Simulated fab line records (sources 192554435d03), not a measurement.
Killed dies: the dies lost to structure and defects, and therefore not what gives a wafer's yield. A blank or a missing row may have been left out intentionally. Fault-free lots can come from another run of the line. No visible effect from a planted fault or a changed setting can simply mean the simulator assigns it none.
Which tool is to blame? -- flow n5_finfet -- Sampling: 10 lots, 30 wafers, 5 of 1938 route steps

## WHAT THE GAUGES READ, wafer by wafer
N5_BEOL_M4_RC_MEAS_101.
lot,measured,on,DIBL_N (mV/V),DIBL_P (mV/V),IOFF_N (nA/um),IOFF_P (nA/um),ION_N (uA/um),ION_P (uA/um),SS_N (mV/dec),SS_P (mV/dec),VT_N (mV),VT_P (mV)
L589,day 8 02:04,prober-02,34.0 33.7 33.8,33.8 33.7 33.5,0.133 0.128 0.129,0.171 0.170 0.167,662 672 662,449 464 456,71.7 71.9 71.2,72.9 73.1 72.6,250.9 254.0 252.7,-255.2 -254.0 -255.0
L592,day 8 19:33,prober-01,36.1 35.2 34.5,37.1 35.6 35.4,0.179 0.158 0.144,0.224 0.199 0.200,685 682 669,463 461 465,71.1 71.2 71.1,73.4 73.2 73.5,247.2 248.8 252.7,-246.5 -250.6 -250.5
L591,day 8 21:16,prober-02,37.6 38.4 35.2,37.2 38.5 34.9,0.164 0.181 0.134,0.216 0.235 0.184,681 684 681,468 468 466,71.6 72.1 71.5,73.5 73.9 73.4,250.3 248.3 252.3,-249.2 -249.2 -253.5
L593,day 9 01:45,prober-01,35.5 35.4 35.1,35.7 34.5 34.4,0.139 0.133 0.133,0.213 0.200 0.200,673 656 663,460 459 461,72.1 71.7 71.3,73.3 72.9 72.8,251.8 253.1 249.9,-249.5 -248.3 -248.9
L595,day 9 20:53,prober-02,36.1 35.3 35.4,34.8 33.5 33.9,0.155 0.148 0.141,0.202 0.184 0.189,669 682 674,464 462 465,71.9 72.0 71.2,72.5 72.7 73.1,250.6 249.2 253.0,-253.7 -254.6 -253.1
L601,day 11 16:36,prober-01,32.9 33.4 33.5,32.7 33.6 32.3,0.124 0.129 0.119,0.164 0.179 0.157,677 664 671,465 458 460,71.2 71.1 71.3,73.2 73.4 72.7,251.8 251.4 255.1,-253.6 -254.2 -254.7
L599,day 11 19:52,prober-02,36.7 34.8 35.8,37.2 33.9 36.8,0.167 0.126 0.159,0.223 0.174 0.221,682 671 686,467 460 473,71.5 70.7 71.5,73.8 72.4 73.1,245.8 251.2 247.0,-248.0 -251.6 -249.2
L606,day 12 20:43,prober-02,36.0 36.6 34.9,36.7 36.9 35.4,0.141 0.141 0.122,0.183 0.189 0.162,668 667 659,455 456 453,70.9 71.6 70.7,73.6 73.5 72.5,250.3 252.9 253.9,-252.3 -256.0 -256.0
L607,day 13 01:31,prober-01,35.4 34.2 36.5,35.5 33.2 36.5,0.150 0.120 0.167,0.197 0.163 0.208,676 666 680,465 456 468,71.8 71.3 72.3,72.6 72.9 73.0,249.4 252.3 248.5,-252.2 -252.5 -249.7
L608,day 13 05:14,prober-02,38.8 38.5 36.1,38.7 38.0 35.9,0.206 0.195 0.144,0.234 0.228 0.182,693 696 675,465 471 458,72.0 71.5 71.0,74.5 74.8 73.2,246.4 247.9 250.5,-251.8 -251.2 -255.0

## EACH LOT AND THE TOOL THAT RAN IT (in order: tool; ch and the chambers of the sampled wafers; start)
lot,N5_BEOL_M4_ALD_84,N5_BEOL_M4_ANNEAL_87,N5_BEOL_M4_SPUTTER_92,N5_BEOL_M4_ANNEAL_93
L589,"ald_metal-01 ch 0,1,3, day 7 22:00","pvd_sputter-01, day 7 23:25","pvd_sputter-01, day 8 00:00","pvd_sputter-01, day 8 00:05"
L592,"ald_metal-01 ch 0,1,3, day 8 15:58","pvd_sputter-03, day 8 17:22","pvd_sputter-03, day 8 17:56","pvd_sputter-03, day 8 18:01"
L591,"ald_metal-04 ch 0,1,3, day 8 16:01","pvd_sputter-02, day 8 18:58","pvd_sputter-02, day 8 19:33","pvd_sputter-02, day 8 19:38"
L593,"ald_metal-03 ch 0,2, day 8 20:39","pvd_sputter-01, day 8 23:04","pvd_sputter-01, day 8 23:38","pvd_sputter-01, day 8 23:43"
L595,"ald_metal-03 ch 0,2,3, day 9 17:21","pvd_sputter-01, day 9 18:44","pvd_sputter-01, day 9 19:19","pvd_sputter-01, day 9 19:24"
L601,"ald_metal-03 ch 0,3, day 11 12:35","pvd_sputter-03, day 11 14:04","pvd_sputter-03, day 11 14:38","pvd_sputter-03, day 11 14:43"
L599,"ald_metal-04 ch 0,2, day 11 16:11","pvd_sputter-01, day 11 17:26","pvd_sputter-01, day 11 18:01","pvd_sputter-01, day 11 18:05"
L606,"ald_metal-03 ch 1,2,3, day 12 17:18","pvd_sputter-01, day 12 18:36","pvd_sputter-01, day 12 19:11","pvd_sputter-01, day 12 19:16"
L607,"ald_metal-01 ch 0,1,2, day 12 20:35","pvd_sputter-03, day 12 23:23","pvd_sputter-03, day 12 23:58","pvd_sputter-03, day 13 00:02"
L608,"ald_metal-04 ch 0,1,2, day 13 01:37","pvd_sputter-01, day 13 03:07","pvd_sputter-01, day 13 03:42","pvd_sputter-01, day 13 03:47"
- N5_BEOL_M4_ALD_84: deposits TaN, pulse time 2 s, purge time 3 s, co reactant purge time 2 s.
- N5_BEOL_M4_ANNEAL_87: time 240 s.
- N5_BEOL_M4_SPUTTER_92: material Cu, target thk 4.5 nm, time 8.29 s.
- N5_BEOL_M4_ANNEAL_93: time 240 s.

## AS READ BY THE TOOLS THEMSELVES (means over the sampled wafers that have a number; for cases with no such wafer, the mark the record gives instead)
N5_BEOL_M4_ALD_84.
lot,tool,heater_power_w (W)
L589,ald_metal-01,420
L592,ald_metal-01,421
L591,ald_metal-04,411
L593,ald_metal-03,476
L595,ald_metal-03,460
L601,ald_metal-03,488
L599,ald_metal-04,380
L606,ald_metal-03,420
L607,ald_metal-01,412
L608,ald_metal-04,384

N5_BEOL_M4_ANNEAL_87.
lot,tool,heater_power_w (W),susceptor_temp_C (C)
L589,pvd_sputter-01,898,400.15
L592,pvd_sputter-03,856,399.89
L591,pvd_sputter-02,861,399.92
L593,pvd_sputter-01,865,400.01
L595,pvd_sputter-01,742,400.02
L601,pvd_sputter-03,948,400.08
L599,pvd_sputter-01,753,400.11
L606,pvd_sputter-01,797,399.91
L607,pvd_sputter-03,869,400.08
L608,pvd_sputter-01,830,399.98

N5_BEOL_M4_SPUTTER_92.
lot,tool,throttle_valve_pct (%)
L589,pvd_sputter-01,29.9
L592,pvd_sputter-03,30.4
L591,pvd_sputter-02,29.2
L593,pvd_sputter-01,29.6
L595,pvd_sputter-01,29.5
L601,pvd_sputter-03,30.2
L599,pvd_sputter-01,29.5
L606,pvd_sputter-01,29.6
L607,pvd_sputter-03,30.4
L608,pvd_sputter-01,29.9

N5_BEOL_M4_ANNEAL_93.
lot,tool,heater_power_w (W),susceptor_temp_C (C)
L589,pvd_sputter-01,888,399.97
L592,pvd_sputter-03,849,400.00
L591,pvd_sputter-02,858,400.00
L593,pvd_sputter-01,888,399.93
L595,pvd_sputter-01,751,400.04
L601,pvd_sputter-03,-,-
L599,pvd_sputter-01,-,-
L606,pvd_sputter-01,802,399.88
L607,pvd_sputter-03,868,399.78
L608,pvd_sputter-01,823,400.06

## THE ANSWER, worked out from the rows above alone
Rule: the usual values come from the lots themselves. Put in order of their means at a reading, lots are off if they are a third of the lots or fewer, leave a main group of 4 or more, and stand apart from it by a gap of 3 or more times the standard deviation of the main group's means; of several such gaps the widest counts. A main group is skipped when, at the precision printed for the reading in the tables above, its means are all equal. Also off: a lot with no number at a reading for which 4 or more lots have one. The other lots that the step has rows for count as sound. Order of review: gauges by route order, followed by the tools' own readings, for which a lot's mean as printed above is used. At the first step where some lot is off, the reading lying furthest off is the one used; lots without a number count as furthest.
Off at N5_BEOL_M4_ANNEAL_93 (heater_power_w): L601, L599. Without a number there: L601, L599. Main group: mean 841 W, sd 44.
If a tool, at that step or one of the process steps before it, ran each lot that is off and ran no sound lot following the first of them, it fits. None of those tried fits.

## WHAT THE SIMULATOR PUT IN
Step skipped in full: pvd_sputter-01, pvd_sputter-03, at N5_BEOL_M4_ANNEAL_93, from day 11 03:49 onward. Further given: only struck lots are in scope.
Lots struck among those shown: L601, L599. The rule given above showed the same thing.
